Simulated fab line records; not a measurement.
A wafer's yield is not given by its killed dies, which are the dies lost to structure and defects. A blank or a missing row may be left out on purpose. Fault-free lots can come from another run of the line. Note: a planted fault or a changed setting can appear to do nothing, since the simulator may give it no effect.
fab line records | flow nand-harc
record: lots: 24 wafers: 72 last-day: 33
route steps=1302 shown A_M1@1196 A_BONDPAD@1203
lots that met no fault: taken from a fault-free run of the same line
start-h: hours from the record's first day to the start of the lot's first wafer shown | wait-h: hours elapsed since this lot's preceding step | " as in the row above | L1.1+2: a single row standing in for several wafers | - no value, or no start given | * or withheld: withheld | < > ~ a bound
route shown NAME@n: NAME is a module with steps in the file, n the number in the route of the first one | usual: mean/standard deviation taken from wafers without a fault | same: alike in all rows | chamber/n: place in a boat | sites: the reading at each site | _std_site: their standard deviation | _edge_site: mean of outer sites minus mean of inner sites | radius-mm: how far each site lies from the wafer's centre | mask NAME#n: copy n | behind: the tool/chamber that last shaped the wafer | hold: the reason the lot was held/the length of the hold in hours/how it ended | device: which transistor (n, p or np) failed to switch | end of line: tests run on the same wafers once the route is complete | where a step has no rows: the recipe by itself | killed: not the wafer's yield, but the dies lost to structure and defects at the first sort | map: the dies of a wafer, with x for killed, . for not killed, _ for no die there
set.NAME: setting as actually run; set.NAME@STEP: the setting as run at that earlier step | model.NAME: the simulator's own value behind a step, which no gauge read
the route's steps for a sample of lots (tables are steps, rows are wafers)
services: the hour from which a tool's chamber was out of use, counted from the record's first day as start-h (under 0 if before that day), plus the number of hours and why
== steps ==
step: NHARC_A_M1_THK_MEAS_24
recipe: thk-meas-gauge: xrf
usual: thk-nm: 154.6/1.4
columns lot.wafer tool chamber start-h wait-h thk-nm
L074.1 film-metro-01 - 532.93 - 155.2
L074.2 " - " " 154.2
L074.6 " - " " 154.6
L075.1 film-metro-01 - 533.99 - 151.6
L075.3 " - " " 151.5
L075.6 " - " " 153.1
L077.1 film-metro-02 - 552.70 - 154.0
L077.5 " - " " 153.3
L077.6 " - " " 153.6
L076.2 film-metro-01 - 553.25 - 154.4
L076.3 " - " " 152.2
L076.4 " - " " 152.9
L078.4 film-metro-02 - 559.54 - 155.2
L078.5 " - " " 153.8
L078.6 " - " " 155.5
L079.2 film-metro-02 - 569.45 - 155.8
L079.5 " - " " 154.9
L079.6 " - " " 154.4
L080.1 film-metro-02 - 588.43 - 155.4
L080.4 " - " " 152.4
L080.6 " - " " 153.7
L081.1 film-metro-02 - 589.66 - 155.4
L081.3 " - " " 152.9
L081.6 " - " " 154.0
L082.1 film-metro-02 - 603.83 - 152.7
L082.2 " - " " 152.8
L082.4 " - " " 153.7
L083.1 film-metro-02 - 615.18 - 154.3
L083.5 " - " " 151.3
L083.6 " - " " 155.3
L084.2 film-metro-02 - 639.11 - 154.9
L084.3 " - " " 153.7
L084.5 " - " " 152.4
L085.2 film-metro-01 - 640.73 - 152.0
L085.4 " - " " 155.0
L085.5 " - " " 154.5
L086.1 film-metro-01 - 642.92 - 152.7
L086.2 " - " " 153.5
L086.3 " - " " 154.1
L087.4 film-metro-02 - 653.99 - 153.0
L087.5 " - " " 155.5
L087.6 " - " " 153.5
L089.3 film-metro-02 - 672.24 - 155.6
L089.5 " - " " 153.9
L089.6 " - " " 154.3
L088.1 film-metro-01 - 680.51 - 154.5
L088.3 " - " " 156.2
L088.4 " - " " 155.1
L091.1 film-metro-02 - 687.07 - 154.0
L091.2 " - " " 155.3
L091.5 " - " " 155.8
L090.1 film-metro-01 - 706.36 - 156.2
L090.3 " - " " 156.2
L090.5 " - " " 156.2
L092.1 film-metro-02 - 719.10 - 153.0
L092.2 " - " " 154.8
L092.4 " - " " 155.5
L095.1 film-metro-01 - 724.79 - 154.5
L095.2 " - " " 156.7
L095.5 " - " " 157.8
L093.1 film-metro-01 - 729.12 - 154.5
L093.5 " - " " 153.5
L093.6 " - " " 154.5
L094.1 film-metro-01 - 729.63 - 156.4
L094.4 " - " " 156.3
L094.6 " - " " 152.9
L096.1 film-metro-02 - 738.17 - 156.6
L096.3 " - " " 157.8
L096.6 " - " " 156.8
L097.1 film-metro-02 - 759.49 - 157.1
L097.2 " - " " 155.3
L097.4 " - " " 158.4
step: NHARC_A_M1_INSPECT_27
usual: raw-defect-count: 549/110
columns lot.wafer tool chamber start-h wait-h raw-defect-count
L074.1 defect-inspect-01 - 533.09 0.0 411
L074.2 " - " " 301
L074.6 " - " " 470
L075.1 defect-inspect-01 - 534.15 0.0 639
L075.3 " - " " 483
L075.6 " - " " 675
L077.1 defect-inspect-01 - 552.86 0.0 548
L077.5 " - " " 502
L077.6 " - " " 614
L076.2 defect-inspect-02 - 553.41 0.0 533
L076.3 " - " " 341
L076.4 " - " " 456
L078.4 defect-inspect-02 - 559.70 0.0 686
L078.5 " - " " 508
L078.6 " - " " 820
L079.2 defect-inspect-01 - 569.60 0.0 603
L079.5 " - " " 516
L079.6 " - " " 477
L080.1 defect-inspect-02 - 588.59 0.0 458
L080.4 " - " " 475
L080.6 " - " " 418
L081.1 defect-inspect-01 - 589.82 0.0 499
L081.3 " - " " 679
L081.6 " - " " 692
L082.1 defect-inspect-02 - 603.99 0.0 326
L082.2 " - " " 447
L082.4 " - " " 436
L083.1 defect-inspect-01 - 615.33 0.0 565
L083.5 " - " " 486
L083.6 " - " " 552
L084.2 defect-inspect-02 - 639.27 0.0 640
L084.3 " - " " 494
L084.5 " - " " 468
L085.2 defect-inspect-02 - 640.90 0.1 558
L085.4 " - " " 520
L085.5 " - " " 494
L086.1 defect-inspect-01 - 643.08 0.0 419
L086.2 " - " " 472
L086.3 " - " " 538
L087.4 defect-inspect-01 - 654.14 0.0 467
L087.5 " - " " 607
L087.6 " - " " 795
L089.3 defect-inspect-01 - 672.39 0.0 571
L089.5 " - " " 951
L089.6 " - " " 639
L088.1 defect-inspect-02 - 680.67 0.0 546
L088.3 " - " " 527
L088.4 " - " " 689
L091.1 defect-inspect-02 - 687.23 0.0 520
L091.2 " - " " 580
L091.5 " - " " 722
L090.1 defect-inspect-02 - 706.52 0.0 466
L090.3 " - " " 561
L090.5 " - " " 480
L092.1 defect-inspect-02 - 719.26 0.0 467
L092.2 " - " " 536
L092.4 " - " " 432
L095.1 defect-inspect-02 - 724.95 0.0 661
L095.2 " - " " 679
L095.5 " - " " 751
L093.1 defect-inspect-01 - 729.28 0.0 603
L093.5 " - " " 550
L093.6 " - " " 588
L094.1 defect-inspect-01 - 729.79 0.0 426
L094.4 " - " " 598
L094.6 " - " " 511
L096.1 defect-inspect-02 - 738.36 0.0 689
L096.3 " - " " 599
L096.6 " - " " 670
L097.1 defect-inspect-01 - 759.65 0.0 667
L097.2 " - " " 566
L097.4 " - " " 498
step: NHARC_A_M1_DEP_33
recipe: target-thk-a: 300 temp-c: 370 target-thk-nm: 30 pressure-torr: 3 flow-sccm: 200 rf-w: 450 material: SiCN
usual: heater-power-w: 588/93
columns lot.wafer tool chamber start-h wait-h heater-power-w
L074.1 pecvd-04 0 533.24 0.1 630
L074.2 " 1 " " 507
L074.6 " 0 " " 641
L075.3 pecvd-04 1 534.30 0.1 546
L075.1 " 2 " " 498
L075.6 " 1 " " 543
L077.1 pecvd-02 1 553.05 0.1 611
L077.6 " 0 " " 891
L077.5 " 1 " " 606
L076.3 pecvd-01 2 553.55 0.1 537
L076.2 " 1 " " 544
L076.4 " 1 " " 561
L078.5 pecvd-02 0 559.97 0.2 839
L078.4 " 1 " " 551
L078.6 " 2 " " 607
L079.2 pecvd-04 1 569.83 0.1 573
L079.5 " 2 " " 480
L079.6 " 1 " " 574
L080.1 pecvd-02 1 588.78 0.1 561
L080.6 " 0 " " 796
L080.4 " 2 " " 538
L081.3 pecvd-01 2 590.01 0.1 534
L081.1 " 0 " " 546
L081.6 " 0 " " 543
L082.2 pecvd-04 1 604.13 0.1 489
L082.1 " 2 " " 487
L082.4 " 1 " " 478
L083.1 pecvd-02 0 615.48 0.1 771
L083.5 " 1 " " 535
L083.6 " 2 " " 565
L084.2 pecvd-02 1 639.78 0.1 617
L084.3 " 0 " " 751
L084.5 " 2 " " 538
L085.2 pecvd-02 1 641.26 0.1 625
L085.4 " 1 " " 623
L085.5 " 2 " " 631
L086.3 pecvd-01 1 643.23 0.1 676
L086.2 " 2 " " 527
L086.1 " 0 " " 534
L087.5 pecvd-04 1 654.42 0.2 545
L087.6 " 2 " " 462
L087.4 " 0 " " 546
L089.3 pecvd-02 2 672.58 0.1 631
L089.6 " 1 " " 591
L089.5 " 2 " " 624
L088.3 pecvd-04 2 680.82 0.1 487
L088.1 " 0 " " 650
L088.4 " 0 " " 657
L091.2 pecvd-04 2 687.37 0.1 509
L091.1 " 1 " " 556
L091.5 " 2 " " 405
L090.1 pecvd-01 1 706.70 0.1 626
L090.3 " 2 " " 530
L090.5 " 1 " " 623
L092.2 pecvd-02 1 719.41 0.1 602
L092.1 " 0 " " 832
L092.4 " 2 " " 649
L095.2 pecvd-01 0 725.10 0.1 496
L095.1 " 2 " " 543
L095.5 " 1 " " 598
L093.1 pecvd-01 0 729.47 0.1 540
L093.6 " 0 " " 530
L093.5 " 1 " " 631
L094.1 pecvd-04 0 729.98 0.1 656
L094.4 " 2 " " 496
L094.6 " 0 " " 658
L096.1 pecvd-01 0 738.51 0.1 546
L096.3 " 2 " " 552
L096.6 " 2 " " 537
L097.1 pecvd-01 2 759.80 0.1 532
L097.2 " 0 " " 535
L097.4 " 1 " " 615
step: NHARC_A_BONDPAD_CMP_29
recipe: target-thk-nm: 200 material: SiCN
usual: motor-current-A: 12.2/1.1 retaining-ring-pressure-frac: 0.999/0.0047
columns lot.wafer tool chamber start-h wait-h motor-current-A retaining-ring-pressure-frac
L074.1 cmp-01 2 534.25 - 12.5 1.002
L074.2 " 3 " " 11.0 1.006
L074.6 " 1 " " 14.1 1.000
L075.3 cmp-01 3 535.25 - 11.1 1.000
L075.1 " 2 " " 12.4 0.998
L075.6 " 3 " " 11.2 0.994
L077.1 cmp-02 0 554.06 - 12.3 0.997
L077.5 " 0 " " 12.0 0.995
L077.6 " 1 " " 11.2 1.001
L076.3 cmp-03 1 554.52 - 12.8 1.003
L076.4 " 2 " " 10.2 0.991
L076.2 " 0 " " 13.7 0.987
L078.4 cmp-03 2 560.85 - 10.6 1.001
L078.5 " 0 " " 13.4 0.993
L078.6 " 1 " " 13.4 0.997
L079.2 cmp-02 3 570.78 - 11.8 0.995
L079.5 " 0 " " 11.9 0.997
L079.6 " 1 " " 11.9 0.997
L080.4 cmp-01 1 589.69 - 13.2 1.008
L080.1 " 3 " " 11.4 0.990
L080.6 " 1 " " 13.8 1.005
L081.1 cmp-01 1 591.04 - 14.3 0.993
L081.3 " 2 " " 12.9 1.003
L081.6 " 0 " " 12.6 1.002
L082.1 cmp-03 0 605.09 - 13.6 0.995
L082.2 " 1 " " 13.2 1.003
L082.4 " 3 " " 10.2 1.004
L083.1 cmp-03 0 616.49 - 12.8 0.998
L083.5 " 2 " " 10.9 0.999
L083.6 " 3 " " 10.9 1.004
L084.2 cmp-01 2 640.79 - 12.9 1.001
L084.3 " 0 " " 12.3 0.996
L084.5 " 2 " " 12.7 1.008
L085.2 cmp-03 0 642.40 - 13.3 0.993
L085.4 " 2 " " 10.5 0.998
L085.5 " 3 " " 10.6 0.999
L086.3 cmp-02 1 644.18 - 11.7 1.001
L086.2 " 2 " " 12.8 1.004
L086.1 " 0 " " 12.0 1.001
L087.4 cmp-03 3 655.33 - 10.0 0.998
L087.5 " 0 " " 14.0 0.994
L087.6 " 1 " " 13.2 0.998
L089.3 cmp-03 0 673.59 - 13.2 1.000
L089.6 " 2 " " 11.1 1.000
L089.5 " 3 " " 10.5 0.992
L088.4 cmp-03 2 681.77 - 10.9 0.991
L088.3 " 3 " " 11.4 1.003
L088.1 " 0 " " 13.6 1.002
L091.1 cmp-02 3 688.33 - 12.1 0.997
L091.2 " 1 " " 12.2 1.003
L091.5 " 3 " " 12.1 0.998
L090.1 cmp-03 2 707.79 - 10.6 0.989
L090.3 " 3 " " 10.8 0.998
L090.5 " 2 " " 10.7 0.996
L092.2 cmp-02 2 720.36 - 12.3 0.995
L092.1 " 0 " " 12.1 1.002
L092.4 " 1 " " 12.0 0.997
L095.1 cmp-03 2 726.10 - 11.2 1.002
L095.2 " 1 " " 12.8 1.000
L095.5 " 2 " " 11.1 1.000
L093.1 cmp-02 0 730.42 - 11.9 1.003
L093.5 " 3 " " 12.3 1.008
L093.6 " 0 " " 12.3 0.996
L094.4 cmp-02 0 731.14 - 11.8 0.995
L094.1 " 2 " " 13.1 1.003
L094.6 " 3 " " 12.3 1.005
L096.1 cmp-01 0 739.63 0.5 12.0 1.000
L096.3 " 2 " " 12.6 1.000
L096.6 " 0 " " 12.6 1.001
L097.1 cmp-01 3 760.76 - 11.4 0.997
L097.2 " 1 " " 13.7 1.005
L097.4 " 2 " " 12.3 0.999
step: NHARC_A_BONDPAD_ETCH_24
recipe: target-depth-a: 300 over-etch-frac: 0.3 time-s: 72.99 ion-energy-ev: 150 cf4-flow-sccm: 50 n2-flow-sccm: 100 ar-flow-sccm: 150 rf-w: 300 bias-w: 100 chemistry: CF4/N2
usual: cf4-flow-sccm: 49.99/0.14 drypump-motor-current-A: 5.7/0.34 oes-product-au: 1.001/0.0074 rf-vpp-V: 313.4/2.5 showerhead-plenum-p-Torr: 2.58/0.13 throttle-valve-pct: 19.793/0.0085
columns lot.wafer tool chamber start-h wait-h cf4-flow-sccm drypump-motor-current-A oes-product-au rf-hours-counter-h rf-vpp-V showerhead-plenum-p-Torr throttle-valve-pct
L074.1 rie-diel-10 2 - - 50.09 5.9 1.002 36 317.4 2.75 19.799
L074.2 " 3 " " 50.06 5.9 1.011 36 313.5 2.53 19.797
L074.6 " 1 " " 50.04 6.4 1.009 - 315.6 2.67 19.795
L075.1 rie-diel-06 0 - - 49.80 5.6 0.994 1 312.3 2.46 19.798
L075.3 " 2 " " 50.05 6.0 1.007 1 316.4 2.81 19.773
L075.6 " 0 " " 50.00 5.6 1.003 - 311.9 2.46 19.780
L077.1 rie-diel-06 1 - - 49.91 5.7 0.990 1 313.5 2.60 19.786
L077.5 " 0 " " 49.84 5.6 1.002 - 311.7 2.46 19.804
L077.6 " 1 " " 49.95 5.8 1.012 - 313.5 2.60 19.806
L076.4 rie-diel-06 3 - - 49.87 5.3 1.003 2 312.3 2.48 19.789
L076.3 " 1 " " 49.99 5.7 0.991 2 313.4 2.60 19.796
L076.2 " 2 " " 49.96 6.0 1.005 2 316.7 2.81 19.788
L078.4 rie-diel-06 1 - - 49.97 5.7 0.995 2 312.9 2.60 19.803
L078.5 " 3 " " 50.19 5.2 1.002 - 312.3 2.48 19.786
L078.6 " 0 " " 49.68 5.6 1.002 - 312.2 2.46 19.796
L079.2 rie-diel-06 1 - - 50.01 5.8 0.992 2 314.0 2.60 19.792
L079.6 " 3 " " 49.80 5.2 1.005 - 312.0 2.48 19.797
L079.5 " 0 " " 50.00 5.6 0.989 - 311.5 2.46 19.802
L080.4 rie-diel-06 0 - - 49.84 5.6 1.002 3 310.5 2.46 19.795
L080.1 " 1 " " 50.15 5.8 1.000 3 314.0 2.60 19.785
L080.6 " 3 " " 49.79 5.2 1.007 - 311.9 2.48 19.787
L081.3 rie-diel-03 3 - - 49.85 6.2 1.003 25 315.2 2.75 19.791
L081.1 " 2 " " 49.79 6.0 0.983 25 311.1 2.45 19.793
L081.6 " 0 " " 50.12 5.8 0.977 - 312.3 2.46 19.796
L082.1 rie-diel-06 0 606.59 0.1 49.78 5.6 1.001 3 310.8 2.46 19.791
L082.2 " 2 " " 50.03 6.1 1.011 3 317.6 2.81 19.792
L082.4 " 0 " " 50.09 5.6 0.994 - 310.8 2.46 19.785
L083.1 rie-diel-06 3 - - 50.26 5.2 0.990 4 310.7 2.48 19.800
L083.5 " 1 " " 50.12 5.7 1.000 - 312.0 2.60 19.791
L083.6 " 2 " " 50.04 6.0 1.015 - 316.9 2.81 19.780
L084.3 rie-diel-06 2 - - 49.98 6.0 1.001 4 316.9 2.80 19.777
L084.2 " 3 " " 49.84 5.2 1.009 4 312.1 2.48 19.800
L084.5 " 2 " " 50.03 6.0 1.013 - 316.4 2.81 19.801
L085.4 rie-diel-06 3 - - 49.76 5.2 1.006 4 313.4 2.48 19.778
L085.2 " 0 " " 49.99 5.7 0.996 4 310.2 2.46 19.785
L085.5 " 0 " " 49.86 5.7 0.999 - 311.4 2.46 19.802
L086.3 rie-diel-06 2 - - 50.13 6.0 1.001 4 317.4 2.80 19.775
L086.1 " 0 " " 50.02 5.6 1.007 4 312.2 2.46 19.800
L086.2 " 1 " " 49.93 5.7 1.000 4 314.1 2.60 19.796
L087.4 rie-diel-06 0 - - 49.76 5.6 1.007 5 313.9 2.46 19.783
L087.6 " 0 " " 49.80 5.6 1.000 - 312.4 2.46 19.801
L087.5 " 1 " " 49.65 5.7 0.999 - 313.9 2.60 19.795
L089.3 rie-diel-10 3 - - 49.97 5.8 1.003 24 312.0 2.51 19.799
L089.5 " 2 " " 49.97 5.8 1.014 - 316.5 2.73 19.795
L089.6 " 3 " " 49.65 5.8 1.010 - 311.3 2.51 19.811
L088.1 rie-diel-06 0 - - 50.13 5.6 0.998 0 310.7 2.46 19.793
L088.4 " 1 " " 50.04 5.7 0.994 0 314.6 2.60 19.804
L088.3 " 2 " " 50.10 6.0 1.005 0 318.9 2.81 19.793
L091.2 rie-diel-06 1 689.98 0.1 49.91 5.7 0.988 1 312.8 2.60 19.798
L091.1 " 2 " " 50.09 6.0 0.990 1 317.8 2.80 19.786
L091.5 " 1 " " 50.15 5.7 0.986 - 314.8 2.60 19.799
L090.1 rie-diel-03 2 - - 50.21 6.0 1.009 10 311.5 2.44 19.778
L090.3 " 3 " " 49.99 6.2 1.005 7 316.0 2.74 19.800
L090.5 " 2 " " 50.16 6.0 1.010 - 310.6 2.44 19.789
L092.1 rie-diel-03 2 - - 49.95 6.0 0.993 13 311.1 2.44 19.803
L092.4 " 3 " " 49.96 6.2 0.999 10 316.5 2.74 19.809
L092.2 " 1 " " 50.01 6.3 1.003 13 315.5 2.75 19.780
L095.1 rie-diel-03 1 - - 50.07 6.3 1.001 13 314.7 2.75 19.813
L095.2 " 2 " " 50.13 6.0 0.999 14 310.8 2.44 19.792
L095.5 " 1 " " 49.91 6.3 0.994 - 316.7 2.75 19.780
L093.1 rie-diel-06 3 - - 49.97 5.2 0.998 3 311.1 2.48 19.790
L093.6 " 3 " " 49.58 5.2 1.002 - 310.4 2.48 19.795
L093.5 " 0 " " 49.90 5.6 0.997 - 309.7 2.46 19.782
L094.1 rie-diel-03 1 - - 49.78 6.4 1.002 14 315.7 2.75 19.805
L094.4 " 3 " " 50.01 6.2 1.005 11 315.6 2.74 19.799
L094.6 " 1 " " 49.99 6.3 0.996 - 316.5 2.75 19.776
L096.3 rie-diel-06 0 - - 49.86 5.6 1.000 1 310.2 2.46 19.794
L096.1 " 2 " " 49.89 6.0 1.003 3 318.1 2.80 19.791
L096.6 " 1 " " 50.11 5.8 0.987 - 315.1 2.60 19.783
L097.1 rie-diel-06 3 - - 49.90 5.2 1.015 3 311.3 2.48 19.801
L097.2 " 0 " " 49.93 5.6 1.001 1 311.2 2.46 19.785
L097.4 " 2 " " 50.04 6.1 0.997 3 317.1 2.80 19.805
step: NHARC_A_BONDPAD_PRE_CLEAN_26
recipe: time-s: 30 temp-c: 280 gas: H2/He
usual: heater-power-w: 399/33
columns lot.wafer tool chamber start-h wait-h heater-power-w
L074.2 pvd-sputter-02 - - - 455
L074.1 " - " " 327
L074.6 " - " " 461
L075.1 pvd-sputter-01 - - - 436
L075.3 " - " " 420
L075.6 " - " " 365
L077.1 pvd-sputter-01 - - - 374
L077.6 " - " " 439
L077.5 " - " " 369
L076.4 pvd-sputter-01 - - - 428
L076.3 " - " " 366
L076.2 " - " " 380
L078.4 pvd-sputter-03 - - - 396
L078.6 " - " " 384
L078.5 " - " " 449
L079.2 pvd-sputter-01 - - - 415
L079.5 " - " " 421
L079.6 " - " " 435
L080.4 pvd-sputter-03 - - - 332
L080.1 " - " " 374
L080.6 " - " " 440
L081.1 pvd-sputter-01 - - - 415
L081.3 " - " " 389
L081.6 " - " " 424
L082.4 pvd-sputter-03 - - - 396
L082.1 " - " " 378
L082.2 " - " " 335
L083.1 pvd-sputter-02 - - - 386
L083.6 " - " " 462
L083.5 " - " " 328
L084.3 pvd-sputter-01 - - - 377
L084.2 " - " " 425
L084.5 " - " " 425
L085.4 pvd-sputter-01 - - - 396
L085.2 " - " " 431
L085.5 " - " " 391
L086.3 pvd-sputter-01 - - - 407
L086.2 " - " " 423
L086.1 " - " " 377
L087.4 pvd-sputter-01 - - - 398
L087.5 " - " " 395
L087.6 " - " " 422
L089.3 pvd-sputter-03 - 675.61 0.1 395
L089.5 " - " " 402
L089.6 " - " " 386
L088.3 pvd-sputter-01 - - - 398
L088.4 " - " " 418
L088.1 " - " " 423
L091.1 pvd-sputter-03 - - - 404
L091.2 " - " " 377
L091.5 " - " " 451
L090.1 pvd-sputter-01 - - - 423
L090.3 " - " " 428
L090.5 " - " " 385
L092.1 pvd-sputter-01 - - - 392
L092.4 " - " " 433
L092.2 " - " " 390
L095.1 pvd-sputter-01 - - - 420
L095.2 " - " " 429
L095.5 " - " " 391
L093.1 pvd-sputter-02 - - - 388
L093.5 " - " " 360
L093.6 " - " " 395
L094.1 pvd-sputter-01 - - - 418
L094.4 " - " " 421
L094.6 " - " " 402
L096.1 pvd-sputter-02 - - - 367
L096.3 " - " " 474
L096.6 " - " " 381
L097.2 pvd-sputter-02 - - - 359
L097.1 " - " " 382
L097.4 " - " " 474
== services ==
columns tool chamber start-h hours kind
cmp-02 - 517.22 0.2 repair
rie-diel-06 - 535.30 0.8 repair
pecvd-02 - 547.36 3.9 repair
cmp-03 - 564.53 2.1 repair
cmp-03 - 575.38 1.0 repair
cmp-03 - 576.39 4.0 pm
pvd-sputter-01 - 582.05 10.0 pm
pecvd-02 - 589.00 13.0 pm
cmp-03 - 589.59 1.7 repair
rie-diel-06 1 603.75 13.8 repair
cmp-03 - 620.90 0.2 repair
pecvd-04 - 631.48 13.0 pm
pecvd-04 2 660.83 3.9 repair
rie-diel-06 - 661.20 9.0 pm
cmp-03 - 674.39 4.0 pm
pecvd-01 - 679.23 13.0 pm
rie-diel-06 0 687.76 40.7 repair
pecvd-01 - 702.13 1.7 repair
pecvd-04 1 726.36 15.0 repair
pvd-sputter-01 - 732.10 0.5 repair
rie-diel-06 0 734.53 2.3 repair
pvd-sputter-01 - 746.46 5.1 repair
cmp-03 - 751.53 1.5 repair
pvd-sputter-01 - 760.05 10.0 pm
== key ==
fault none
